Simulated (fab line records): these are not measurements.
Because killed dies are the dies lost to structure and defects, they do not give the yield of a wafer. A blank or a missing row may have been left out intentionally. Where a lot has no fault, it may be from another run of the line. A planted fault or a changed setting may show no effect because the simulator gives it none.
Split-lot trial / flow n5Finfet / 21 wafers read across 7 lots, on a route 1938 steps long

SPLIT DETAILS
At N5_BEOL_M7_COAT_05 (resist thk 90 nm), the setting spinRpm was moved away from the recipe's 1500 rpm on 8 of the 21 wafers read, by -5.1% to +10.9%. All remaining wafers had this setting at the recipe value.

FROM THE SPLIT TO THE READING: what the file shows between them, 3 steps
- N5_BEOL_M7_EBR_07
- N5_BEOL_M7_SOFTBAKE_06: time 60 s
- N5_BEOL_M7_DESCUM_16: chemistry O2, time 7.9 s

THE READING
CAR-ArF_of_BEOL_M7_COAT_05.thkNm (the simulator's own value, which no gauge read), in nm, at N5_BEOL_M7_ETCH_61 (etches SiARC in CF4, target depth 45.5 nm, time 75.8 s). No usual value for it is given in the file. Average 51.0 nm, standard deviation 0.31 nm, over the 13 wafers here run with the recipe.

wafer=L074.2; tool, chamber at the split=lithoTrack-04, 0; spinRpm as run, rpm=1500; against the recipe=recipe; CAR-ArF_of_BEOL_M7_COAT_05.thkNm, nm=51.2; against lot-mates on the recipe=-
wafer=L074.6; tool, chamber at the split=lithoTrack-04, 0; spinRpm as run, rpm=1500; against the recipe=recipe; CAR-ArF_of_BEOL_M7_COAT_05.thkNm, nm=51.2; against lot-mates on the recipe=-
wafer=L074.4; tool, chamber at the split=lithoTrack-04, 0; spinRpm as run, rpm=1500; against the recipe=recipe; CAR-ArF_of_BEOL_M7_COAT_05.thkNm, nm=51; against lot-mates on the recipe=-
wafer=L075.2; tool, chamber at the split=lithoTrack-01, 0; spinRpm as run, rpm=1423; against the recipe=-5.1%; CAR-ArF_of_BEOL_M7_COAT_05.thkNm, nm=53.8; against lot-mates on the recipe=+3.0
wafer=L075.4; tool, chamber at the split=lithoTrack-01, 0; spinRpm as run, rpm=1423; against the recipe=-5.1%; CAR-ArF_of_BEOL_M7_COAT_05.thkNm, nm=53.4; against lot-mates on the recipe=+2.6
wafer=L075.6; tool, chamber at the split=lithoTrack-01, 0; spinRpm as run, rpm=1500; against the recipe=recipe; CAR-ArF_of_BEOL_M7_COAT_05.thkNm, nm=50.8; against lot-mates on the recipe=-
wafer=L082.3; tool, chamber at the split=lithoTrack-02, 0; spinRpm as run, rpm=1500; against the recipe=recipe; CAR-ArF_of_BEOL_M7_COAT_05.thkNm, nm=51; against lot-mates on the recipe=-
wafer=L082.6; tool, chamber at the split=lithoTrack-02, 0; spinRpm as run, rpm=1500; against the recipe=recipe; CAR-ArF_of_BEOL_M7_COAT_05.thkNm, nm=51; against lot-mates on the recipe=-
wafer=L082.4; tool, chamber at the split=lithoTrack-02, 0; spinRpm as run, rpm=1648; against the recipe=+9.9%; CAR-ArF_of_BEOL_M7_COAT_05.thkNm, nm=47; against lot-mates on the recipe=-4.0
wafer=L084.3; tool, chamber at the split=lithoTrack-04, 0; spinRpm as run, rpm=1555; against the recipe=+3.7%; CAR-ArF_of_BEOL_M7_COAT_05.thkNm, nm=49.6; against lot-mates on the recipe=-1.4
wafer=L084.4; tool, chamber at the split=lithoTrack-04, 0; spinRpm as run, rpm=1500; against the recipe=recipe; CAR-ArF_of_BEOL_M7_COAT_05.thkNm, nm=51; against lot-mates on the recipe=-
wafer=L084.6; tool, chamber at the split=lithoTrack-04, 0; spinRpm as run, rpm=1555; against the recipe=+3.7%; CAR-ArF_of_BEOL_M7_COAT_05.thkNm, nm=49; against lot-mates on the recipe=-2.0
wafer=L086.1; tool, chamber at the split=lithoTrack-02, 0; spinRpm as run, rpm=1500; against the recipe=recipe; CAR-ArF_of_BEOL_M7_COAT_05.thkNm, nm=51; against lot-mates on the recipe=-
wafer=L086.2; tool, chamber at the split=lithoTrack-02, 0; spinRpm as run, rpm=1500; against the recipe=recipe; CAR-ArF_of_BEOL_M7_COAT_05.thkNm, nm=51; against lot-mates on the recipe=-
wafer=L086.6; tool, chamber at the split=lithoTrack-02, 0; spinRpm as run, rpm=1500; against the recipe=recipe; CAR-ArF_of_BEOL_M7_COAT_05.thkNm, nm=51.2; against lot-mates on the recipe=-
wafer=L095.1; tool, chamber at the split=lithoTrack-01, 0; spinRpm as run, rpm=1500; against the recipe=recipe; CAR-ArF_of_BEOL_M7_COAT_05.thkNm, nm=50; against lot-mates on the recipe=-
wafer=L095.4; tool, chamber at the split=lithoTrack-01, 0; spinRpm as run, rpm=1618; against the recipe=+7.9%; CAR-ArF_of_BEOL_M7_COAT_05.thkNm, nm=46.8; against lot-mates on the recipe=-3.2
wafer=L095.6; tool, chamber at the split=lithoTrack-01, 0; spinRpm as run, rpm=1618; against the recipe=+7.9%; CAR-ArF_of_BEOL_M7_COAT_05.thkNm, nm=46.8; against lot-mates on the recipe=-3.2
wafer=L093.1; tool, chamber at the split=lithoTrack-02, 0; spinRpm as run, rpm=1500; against the recipe=recipe; CAR-ArF_of_BEOL_M7_COAT_05.thkNm, nm=51.2; against lot-mates on the recipe=-
wafer=L093.2; tool, chamber at the split=lithoTrack-02, 0; spinRpm as run, rpm=1663; against the recipe=+10.9%; CAR-ArF_of_BEOL_M7_COAT_05.thkNm, nm=46.2; against lot-mates on the recipe=-4.8
wafer=L093.4; tool, chamber at the split=lithoTrack-02, 0; spinRpm as run, rpm=1500; against the recipe=recipe; CAR-ArF_of_BEOL_M7_COAT_05.thkNm, nm=50.8; against lot-mates on the recipe=-

THE FIT
A straight line over all 21 wafers: CAR-ArF_of_BEOL_M7_COAT_05.thkNm changes by -0.469 nm for each +1% of spinRpm; r = -0.98; the points scatter about the line by 0.37 nm.
The same after taking each lot's own level away (the mean of its wafers on the recipe; 21 wafers): -0.445 nm for each +1%; r = -0.99; scatter 0.24 nm.
According to that fit, moving spinRpm by its largest amount changes the reading by 4.8 nm.
The lots' own levels span 50.00 to 51.13 nm, that is 3.7 times the standard deviation above.
The two slopes agree, so the slope changes little with the lot-to-lot level.
Check: with one of the wafers moved furthest among these (+10.9%) left out of the fit, the line predicts -4.72 nm for it against its lot-mates. Against them it came out at -4.8 nm.

THE OTHER SPLITS THESE WAFERS WENT THROUGH
These wafers also went through other splits before the reading. Each is held against what the fit with the lots' levels taken away leaves over:
other split on the same wafers=N5_BEOL_M6_EXPOSE_08 doseMj; wafers away from the commonest value=7; r with CAR-ArF_of_BEOL_M7_COAT_05.thkNm (lot level and that fit taken away)=+0.13
other split on the same wafers=N5_BEOL_M6_ETCH_62 timeS; wafers away from the commonest value=8; r with CAR-ArF_of_BEOL_M7_COAT_05.thkNm (lot level and that fit taken away)=+0.08
other split on the same wafers=N5_BEOL_M7_PECVD_70 tempC; wafers away from the commonest value=10; r with CAR-ArF_of_BEOL_M7_COAT_05.thkNm (lot level and that fit taken away)=+0.18

THE WHOLE CHAIN: every reading that the file lists as answering this split, in the file's order
step=N5_BEOL_M7_COAT_05; what it does=resist thk 90 nm; reading=CAR-ArF_of_BEOL_M7_COAT_05.thkNm (the simulator's own value, which no gauge read); change (the file's fit)=-0.422 nm for each +1% of the setting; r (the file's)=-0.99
step=N5_BEOL_M7_ETCH_61; what it does=etches SiARC in CF4, target depth 45.5 nm, time 75.8 s; reading=CAR-ArF_of_BEOL_M7_COAT_05.thkNm (the simulator's own value, which no gauge read); change (the file's fit)=-0.433 nm for each +1% of the setting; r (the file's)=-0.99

FILE'S OWN FIT
CAR-ArF_of_BEOL_M7_COAT_05.thkNm changes by -0.433 nm for each +1% of spinRpm, r = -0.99.
